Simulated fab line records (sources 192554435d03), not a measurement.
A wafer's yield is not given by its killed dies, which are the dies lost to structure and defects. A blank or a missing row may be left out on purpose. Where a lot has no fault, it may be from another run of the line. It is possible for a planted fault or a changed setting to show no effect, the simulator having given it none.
Lot-split experiment :: flow n5Finfet :: 7 lots, 39 wafers read, on a route of 1938 steps

## ON THE SPLIT
At N5_DUMMY_GATE_ALD_02 (deposits SiO2, target thk 2 nm, pulse time 1 s), the setting targetThkA was moved away from the recipe's 20 angstrom on 6 of the 39 wafers read, by -15.1% to +28.0%. This setting was run at the recipe's value on the other wafers.

## FROM THE SPLIT TO THE READING: what the file shows between them, 4 steps
- N5_DUMMY_GATE_CVD_03: deposits a-Si from SiH4, target thk 150 nm, time 8042 s
- N5_DUMMY_GATE_PRECLEAN_46: cleans in DIW, time 89.5 s
- N5_DUMMY_GATE_ETCH_32: etches SiO2 in CF4, target depth 3.5 nm, time 3.9 s
- N5_DUMMY_GATE_ETCH_23: etches poly-Si in HBr/Cl2/O2, target depth 41 nm, time 22.3 s

## THE READING
SiO2_of_DUMMY_GATE_ALD_02.thkNm (the simulator's own value, which no gauge read), in nm, at N5_DUMMY_GATE_ETCH_44 (etches poly-Si in HBr/O2, stops on SiO2, target depth 127.5 nm). There is no usual value for it anywhere in the file.

wafer: L074.1
tool, chamber at the split: aldSin-03, 0,1,2,3,0,1
targetThkA as run, angstrom: 20
against the recipe: recipe
SiO2_of_DUMMY_GATE_ALD_02.thkNm, nm: 2
against lot-mates on the recipe: -

wafer: L074.2
tool, chamber at the split: aldSin-03, 0,1,2,3,0,1
targetThkA as run, angstrom: 20
against the recipe: recipe
SiO2_of_DUMMY_GATE_ALD_02.thkNm, nm: 2
against lot-mates on the recipe: -

wafer: L074.3
tool, chamber at the split: aldSin-03, 0,1,2,3,0,1
targetThkA as run, angstrom: 20
against the recipe: recipe
SiO2_of_DUMMY_GATE_ALD_02.thkNm, nm: 2
against lot-mates on the recipe: -

wafer: L074.4
tool, chamber at the split: aldSin-03, 0,1,2,3,0,1
targetThkA as run, angstrom: 20
against the recipe: recipe
SiO2_of_DUMMY_GATE_ALD_02.thkNm, nm: 2
against lot-mates on the recipe: -

wafer: L074.5
tool, chamber at the split: aldSin-03, 0,1,2,3,0,1
targetThkA as run, angstrom: 20
against the recipe: recipe
SiO2_of_DUMMY_GATE_ALD_02.thkNm, nm: 2
against lot-mates on the recipe: -

wafer: L074.6
tool, chamber at the split: aldSin-03, 0,1,2,3,0,1
targetThkA as run, angstrom: 20
against the recipe: recipe
SiO2_of_DUMMY_GATE_ALD_02.thkNm, nm: 2
against lot-mates on the recipe: -

wafer: L076.1
tool, chamber at the split: aldSin-04, 1,2,0,3,1,0
targetThkA as run, angstrom: 20
against the recipe: recipe
SiO2_of_DUMMY_GATE_ALD_02.thkNm, nm: 2
against lot-mates on the recipe: -

wafer: L076.2
tool, chamber at the split: aldSin-04, 1,2,0,3,1,0
targetThkA as run, angstrom: 20
against the recipe: recipe
SiO2_of_DUMMY_GATE_ALD_02.thkNm, nm: 2
against lot-mates on the recipe: -

wafer: L076.3
tool, chamber at the split: aldSin-04, 1,2,0,3,1,0
targetThkA as run, angstrom: 20
against the recipe: recipe
SiO2_of_DUMMY_GATE_ALD_02.thkNm, nm: 2
against lot-mates on the recipe: -

wafer: L076.4
tool, chamber at the split: aldSin-04, 1,2,0,3,1,0
targetThkA as run, angstrom: 20
against the recipe: recipe
SiO2_of_DUMMY_GATE_ALD_02.thkNm, nm: 2
against lot-mates on the recipe: -

wafer: L076.5
tool, chamber at the split: aldSin-04, 1,2,0,3,1,0
targetThkA as run, angstrom: 20
against the recipe: recipe
SiO2_of_DUMMY_GATE_ALD_02.thkNm, nm: 2
against lot-mates on the recipe: -

wafer: L076.6
tool, chamber at the split: aldSin-04, 1,2,0,3,1,0
targetThkA as run, angstrom: 20
against the recipe: recipe
SiO2_of_DUMMY_GATE_ALD_02.thkNm, nm: 2
against lot-mates on the recipe: -

wafer: L084.4
tool, chamber at the split: aldSin-01, 3,1,0
targetThkA as run, angstrom: 20
against the recipe: recipe
SiO2_of_DUMMY_GATE_ALD_02.thkNm, nm: 2
against lot-mates on the recipe: -

wafer: L084.5
tool, chamber at the split: aldSin-01, 3,1,0
targetThkA as run, angstrom: 20
against the recipe: recipe
SiO2_of_DUMMY_GATE_ALD_02.thkNm, nm: 2
against lot-mates on the recipe: -

wafer: L084.6
tool, chamber at the split: aldSin-01, 3,1,0
targetThkA as run, angstrom: 20
against the recipe: recipe
SiO2_of_DUMMY_GATE_ALD_02.thkNm, nm: 2
against lot-mates on the recipe: -

wafer: L085.1
tool, chamber at the split: aldSin-03, 1,0,3,2,3,2
targetThkA as run, angstrom: 20
against the recipe: recipe
SiO2_of_DUMMY_GATE_ALD_02.thkNm, nm: 2
against lot-mates on the recipe: -

wafer: L085.2
tool, chamber at the split: aldSin-03, 1,0,3,2,3,2
targetThkA as run, angstrom: 20
against the recipe: recipe
SiO2_of_DUMMY_GATE_ALD_02.thkNm, nm: 2
against lot-mates on the recipe: -

wafer: L085.3
tool, chamber at the split: aldSin-03, 1,0,3,2,3,2
targetThkA as run, angstrom: 20
against the recipe: recipe
SiO2_of_DUMMY_GATE_ALD_02.thkNm, nm: 2
against lot-mates on the recipe: -

wafer: L085.4
tool, chamber at the split: aldSin-03, 1,0,3,2,3,2
targetThkA as run, angstrom: 20
against the recipe: recipe
SiO2_of_DUMMY_GATE_ALD_02.thkNm, nm: 2
against lot-mates on the recipe: -

wafer: L085.5
tool, chamber at the split: aldSin-03, 1,0,3,2,3,2
targetThkA as run, angstrom: 20
against the recipe: recipe
SiO2_of_DUMMY_GATE_ALD_02.thkNm, nm: 2
against lot-mates on the recipe: -

wafer: L085.6
tool, chamber at the split: aldSin-03, 1,0,3,2,3,2
targetThkA as run, angstrom: 20
against the recipe: recipe
SiO2_of_DUMMY_GATE_ALD_02.thkNm, nm: 2
against lot-mates on the recipe: -

wafer: L086.1
tool, chamber at the split: aldSin-01, 1,3,0,2,0,1
targetThkA as run, angstrom: 20
against the recipe: recipe
SiO2_of_DUMMY_GATE_ALD_02.thkNm, nm: 2
against lot-mates on the recipe: -

wafer: L086.2
tool, chamber at the split: aldSin-01, 1,3,0,2,0,1
targetThkA as run, angstrom: 20
against the recipe: recipe
SiO2_of_DUMMY_GATE_ALD_02.thkNm, nm: 2
against lot-mates on the recipe: -

wafer: L086.3
tool, chamber at the split: aldSin-01, 1,3,0,2,0,1
targetThkA as run, angstrom: 20
against the recipe: recipe
SiO2_of_DUMMY_GATE_ALD_02.thkNm, nm: 2
against lot-mates on the recipe: -

wafer: L086.4
tool, chamber at the split: aldSin-01, 1,3,0,2,0,1
targetThkA as run, angstrom: 20
against the recipe: recipe
SiO2_of_DUMMY_GATE_ALD_02.thkNm, nm: 2
against lot-mates on the recipe: -

wafer: L086.5
tool, chamber at the split: aldSin-01, 1,3,0,2,0,1
targetThkA as run, angstrom: 20
against the recipe: recipe
SiO2_of_DUMMY_GATE_ALD_02.thkNm, nm: 2
against lot-mates on the recipe: -

wafer: L086.6
tool, chamber at the split: aldSin-01, 1,3,0,2,0,1
targetThkA as run, angstrom: 20
against the recipe: recipe
SiO2_of_DUMMY_GATE_ALD_02.thkNm, nm: 2
against lot-mates on the recipe: -

wafer: L089.1
tool, chamber at the split: aldSin-04, 3,3,2
targetThkA as run, angstrom: 20
against the recipe: recipe
SiO2_of_DUMMY_GATE_ALD_02.thkNm, nm: 2
against lot-mates on the recipe: -

wafer: L089.5
tool, chamber at the split: aldSin-04, 3,3,2
targetThkA as run, angstrom: 20
against the recipe: recipe
SiO2_of_DUMMY_GATE_ALD_02.thkNm, nm: 2
against lot-mates on the recipe: -

wafer: L089.6
tool, chamber at the split: aldSin-04, 3,3,2
targetThkA as run, angstrom: 20
against the recipe: recipe
SiO2_of_DUMMY_GATE_ALD_02.thkNm, nm: 2
against lot-mates on the recipe: -

wafer: L089.2
tool, chamber at the split: aldSin-04, 2,0,0
targetThkA as run, angstrom: 16.98
against the recipe: -15.1%
SiO2_of_DUMMY_GATE_ALD_02.thkNm, nm: 1.6
against lot-mates on the recipe: -0.4

wafer: L089.3
tool, chamber at the split: aldSin-04, 2,0,0
targetThkA as run, angstrom: 16.98
against the recipe: -15.1%
SiO2_of_DUMMY_GATE_ALD_02.thkNm, nm: 1.6
against lot-mates on the recipe: -0.4

wafer: L089.4
tool, chamber at the split: aldSin-04, 2,0,0
targetThkA as run, angstrom: 16.98
against the recipe: -15.1%
SiO2_of_DUMMY_GATE_ALD_02.thkNm, nm: 1.6
against lot-mates on the recipe: -0.4

wafer: L096.1
tool, chamber at the split: aldSin-04, 0,3,3
targetThkA as run, angstrom: 20
against the recipe: recipe
SiO2_of_DUMMY_GATE_ALD_02.thkNm, nm: 2
against lot-mates on the recipe: -

wafer: L096.2
tool, chamber at the split: aldSin-04, 0,3,3
targetThkA as run, angstrom: 20
against the recipe: recipe
SiO2_of_DUMMY_GATE_ALD_02.thkNm, nm: 2
against lot-mates on the recipe: -

wafer: L096.5
tool, chamber at the split: aldSin-04, 0,3,3
targetThkA as run, angstrom: 20
against the recipe: recipe
SiO2_of_DUMMY_GATE_ALD_02.thkNm, nm: 2
against lot-mates on the recipe: -

wafer: L096.3
tool, chamber at the split: aldSin-04, 2,1,0
targetThkA as run, angstrom: 25.6
against the recipe: +28.0%
SiO2_of_DUMMY_GATE_ALD_02.thkNm, nm: 2.6
against lot-mates on the recipe: +0.6

wafer: L096.4
tool, chamber at the split: aldSin-04, 2,1,0
targetThkA as run, angstrom: 25.6
against the recipe: +28.0%
SiO2_of_DUMMY_GATE_ALD_02.thkNm, nm: 2.4
against lot-mates on the recipe: +0.4

wafer: L096.6
tool, chamber at the split: aldSin-04, 2,1,0
targetThkA as run, angstrom: 25.6
against the recipe: +28.0%
SiO2_of_DUMMY_GATE_ALD_02.thkNm, nm: 2.4
against lot-mates on the recipe: +0.4
When a row names more than one chamber, that row covers several wafers, and the file does not tell which wafer ran in which chamber.

FIT RESULTS
A straight line over all 39 wafers: SiO2_of_DUMMY_GATE_ALD_02.thkNm changes by +0.0191 nm for each +1% of targetThkA; r = +0.97; the points scatter about the line by 0.044 nm.
The same after taking each lot's own level away (the mean of its wafers on the recipe; 39 wafers): +0.0191 nm for each +1%; r = +0.97; scatter 0.044 nm.
Per that fit: largest targetThkA move, reading shift of 0.53 nm.
The lots' own levels span 2.00 to 2.00 nm.
Hence the lot-to-lot level has little effect on the slope; both slopes agree.
Check: for one of the wafers moved furthest among these (+28.0%), held out of the fit, the line's prediction against its lot-mates is +0.49 nm. It came out at +0.6 nm against them.

## THE WHOLE CHAIN: every reading that the file lists as answering this split, in the file's order
step: N5_DUMMY_GATE_ALD_02
what it does: deposits SiO2, target thk 2 nm, pulse time 1 s
reading: SiO2_of_DUMMY_GATE_ALD_02.thkNm (the simulator's own value, which no gauge read)
change (the file's fit): +0.0226 nm for each +1% of the setting
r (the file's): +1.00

step: N5_DUMMY_GATE_ETCH_44
what it does: etches poly-Si in HBr/O2, stops on SiO2, target depth 127.5 nm
reading: SiO2_of_DUMMY_GATE_ALD_02.thkNm (the simulator's own value, which no gauge read)
change (the file's fit): +0.0189 nm for each +1% of the setting
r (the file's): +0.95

## FILE'S OWN FIT
SiO2_of_DUMMY_GATE_ALD_02.thkNm changes by +0.0189 nm for each +1% of targetThkA, r = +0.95.
